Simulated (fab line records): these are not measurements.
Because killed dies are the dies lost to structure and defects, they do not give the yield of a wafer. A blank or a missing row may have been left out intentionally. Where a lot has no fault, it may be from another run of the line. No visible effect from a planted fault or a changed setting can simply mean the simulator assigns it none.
A struck lot beside a sound one | flow n5-finfet | 16 out of 1938 route steps
Sound: the wafers L340.3, L340.5, L340.6. Wafers struck: L342.2, L342.3, L342.5. At the end, the cause is stated.
For every step that has rows: the tool of each side, followed by ch and its chambers, followed by its first start. Under that, the readings that differ: sound wafers | struck wafers | difference of the means | sigmas: that difference in standard deviations of wafers without a fault.
alike: same words and numbers on both sides, and readings whose means sit less than 2 such deviations apart. not compared: any withheld reading, any reading some wafer has no value for, any bound like >300 that may hide the same value, and any number with overlapping values for which the record gives no deviation.
A row with sigmas, a row that says differs or no value, or rows on one side alone: a step with any of these is where the two part. Numbers that don't overlap but have no deviation are shown without sigmas and don't part them. A reading that every wafer of one side lacks parts them only if that side has two wafers or more.

first, 4 steps without rows for these wafers: N5_SDB_SOFTBAKE_06 (time 60 s); N5_SDB_EXPOSE_08 (exposes mask SDB); N5_SDB_PEB_09 (peb time 60 s); N5_SDB_DEVELOP_10 (develop time 30 s).
N5_SDB_CD_MEAS_11 targets a cd of 50 nm.
  sound on cd-sem-03 ch 0, day 4 11:59; struck on cd-sem-02 ch 0, day 4 22:29
  alike: cd-nm
N5_SDB_OVL_MEAS_12:
  sound on overlay-02 ch 0, day 4 12:00; struck on overlay-02 ch 0, day 4 22:31
  alike: SDB_OVL
N5_SDB_INSPECT_13: inspects for defects (brightfield).
  struck on defect-inspect-02, day 4 22:32; sound on defect-inspect-02, day 4 12:02
  alike: raw-defect-count
N5_SDB_DESCUM_16: chemistry O2, time 7.9 s.
  sound on rie-diel-06 ch 1,2,3, day 4 12:04; struck on rie-diel-06 ch 0,1,3, day 4 22:34
  alike: drypump-motor-current-A, oes-product-au, rf-vpp-V, showerhead-plenum-p-Torr, throttle-valve-pct
  not compared: rf-hours-counter-h
N5_SDB_ETCH_17: etches SiARC in CF4, target depth 23.4 nm, time 39 s.
  sound on rie-diel-06 ch 1,2,3, day 4 12:06; struck on rie-diel-06 ch 0,1,3, day 4 22:36
  alike: drypump-motor-current-A, etch-rf-on-time-s, oes-product-au, rf-vpp-V, showerhead-plenum-p-Torr, throttle-valve-pct
  not compared: rf-hours-counter-h
N5_SDB_ETCH_18: etches SOC in N2/H2, target depth 100 nm, overetch 20 nm, time 150 s.
  sound on rie-diel-06 ch 1,2,3, day 4 12:08; struck on rie-diel-06 ch 0,1,3, day 4 22:38
  alike: drypump-motor-current-A, oes-product-au, rf-vpp-V, showerhead-plenum-p-Torr, throttle-valve-pct
  not compared: rf-hours-counter-h
then, 1 step without rows for these wafers: N5_SDB_STRIP_19 (strips in N2/H2).
N5_SDB_STRIP_21: strips in CF4.
  sound on rie-diel-06 ch 1,2,3, day 4 12:16; struck on rie-diel-06 ch 0,1,3, day 4 22:46
  alike: drypump-motor-current-A, oes-product-au, rf-vpp-V, showerhead-plenum-p-Torr, throttle-valve-pct
  not compared: rf-hours-counter-h
N5_SDB_HM_OPEN_20: chemistry CH3F/O2, target SiNx, stops on poly-Si, target depth 24 nm.
  sound on rie-diel-06 ch 1,2,3, day 4 12:17; struck on rie-diel-06 ch 0,1,3, day 4 22:47
  reading                              | sound          | struck       | difference | sigmas
  model.SOC_of_SDB_COAT_03.thk-nm (nm) | 83.6 83.8 84.2 | 89 88.8 88.4 | +5         |
  alike: drypump-motor-current-A, oes_f_703_au, oes-product-au, rf-vpp-V, showerhead-plenum-p-Torr, throttle-valve-pct
  not compared: rf-hours-counter-h
N5_SDB_STRIP_22: strips in N2/H2.
  sound on plasma-asher-02 ch 0,1, day 4 12:25; struck on plasma-asher-02 ch 0,1, day 4 22:52
  reading                      | sound          | struck            | difference | sigmas
  strip-time-to-endpoint-s (s) | 95.9 96.0 96.5 | 100.9 100.7 100.3 | +4.5       | +12
  alike: drypump-motor-current-A, heater-power-w, oes-product-au
  not compared: rf-hours-counter-h
then, 1 step without rows for these wafers: N5_SDB_PRECLEAN_23 (cleans in dHF, time 30 s).
-- the record jumps here: 4 days lie between the struck wafers' starts before and after (it left off in module SDB and takes up again in module BEOL_M4, whose first step shown is number 1111 of the route) --
N5_BEOL_M4_RC_MEAS_101:
  sound on prober-02 ch 0, day 8 15:25; struck on prober-02 ch 0, day 9 00:02
  alike: DIBL_N, DIBL_P, IOFF_N, IOFF_P, ION_N, ION_P, SS_N, SS_P, VT_N, VT_P

WHERE THEY PART
At N5_SDB_STRIP_22 and nowhere else, as far as this record goes. Later steps at which nothing parts them and some readings are alike: N5_BEOL_M4_RC_MEAS_101.

WHY: what the simulator had put in
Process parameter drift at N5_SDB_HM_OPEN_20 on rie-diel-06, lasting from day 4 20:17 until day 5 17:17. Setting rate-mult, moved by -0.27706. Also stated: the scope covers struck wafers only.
